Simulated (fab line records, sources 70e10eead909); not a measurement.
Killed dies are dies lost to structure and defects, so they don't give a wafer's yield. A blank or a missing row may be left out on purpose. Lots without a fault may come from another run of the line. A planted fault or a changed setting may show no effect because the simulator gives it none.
Chamber matching | flow nand_harc | NHARC_P_M2_CMP_23 on cmp-04: 4 sister chambers
The step polishes, t overpolish 20 s, target thk 144.3 nm. 16 wafers are shown with their chamber, then 8 later ones without.

WAFERS WITH THEIR CHAMBER
wafer  | chamber | motor_current_A (A) | time_to_endpoint_s (s) | slurry_flow_ml_min
L122.1 | 1       | 13.4                | 28                     | 149.4
L122.3 | 2       | 11.8                | 27                     | 149.3
L122.6 | 3       | 10.8                | 23                     | 150.4
L123.3 | 2       | 12.5                | 25                     | 149.1
L123.5 | 1       | 12.8                | 30                     | 149.5
L123.6 | 2       | 12.4                | 29                     | 150.7
L124.2 | 3       | 10.9                | 26                     | 150.4
L124.4 | 1       | 13.3                | 29                     | 149.6
L124.5 | 2       | 11.5                | 28                     | 149.3
L126.1 | 1       | 13.9                | 28                     | 150.3
L126.4 | 0       | 12.6                | 36                     | 149.2
L126.6 | 0       | 12.8                | 32                     | 149.4
L130.3 | 3       | 11.5                | 24                     | 150.2
L130.4 | 2       | 12.0                | 24                     | 149.7
L130.6 | 3       | 10.6                | 24                     | 150.7
L132.1 | 3       | 11.1                | 22                     | 150.0

SIGNATURES (means of the wafers above)
reading            | chamber 0 | chamber 1 | chamber 2 | chamber 3 | scatter within a chamber
motor_current_A    | 12.700    | 13.350    | 12.040    | 10.980    | 0.386
time_to_endpoint_s | 34.00     | 28.75     | 26.60     | 23.80     | 1.75
slurry_flow_ml_min | 149.300   | 149.700   | 149.620   | 150.340   | 0.451
Rule: a wafer's distance from a chamber is the root of the sum, over the readings, of the square of ((its reading less the chamber's mean) divided by the reading's scatter). The wafer belongs to the nearest chamber; if the next one is less than 2 further off, it can't be placed. The scatter: the root of (the sum of the squares of (reading less its chamber's mean) over the shown wafers, divided by (wafers less chambers)).

WAFERS WITHOUT THEIR CHAMBER
wafer  | motor_current_A (A) | time_to_endpoint_s (s) | slurry_flow_ml_min
L132.5 | 11.0                | 23                     | 150.3
L132.6 | 12.5                | 26                     | 149.3
L133.2 | 10.9                | 22                     | 149.6
L133.4 | 12.0                | 29                     | 149.9
L133.6 | 12.2                | 28                     | 150.3
L144.1 | 13.9                | 27                     | 150.5
L144.3 | 11.9                | 36                     | 149.8
L144.5 | 12.1                | 29                     | 150.2

WHICH CHAMBER EACH WENT THROUGH
wafer  | from the rows above          | in truth
L132.5 | 3                            | 3
L132.6 | can't be placed: 2 or 1      | 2
L133.2 | 3                            | 3
L133.4 | 2                            | 2
L133.6 | can't be placed: 2 or 1      | 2
L144.1 | 1                            | 1
L144.3 | 0                            | 0
L144.5 | can't be placed: 2 or 1 or 0 | 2
Placed correctly: 5 of 8. Can't be placed from these rows: 3 (the true chamber is among the candidates in 3). Placed wrongly: 0.
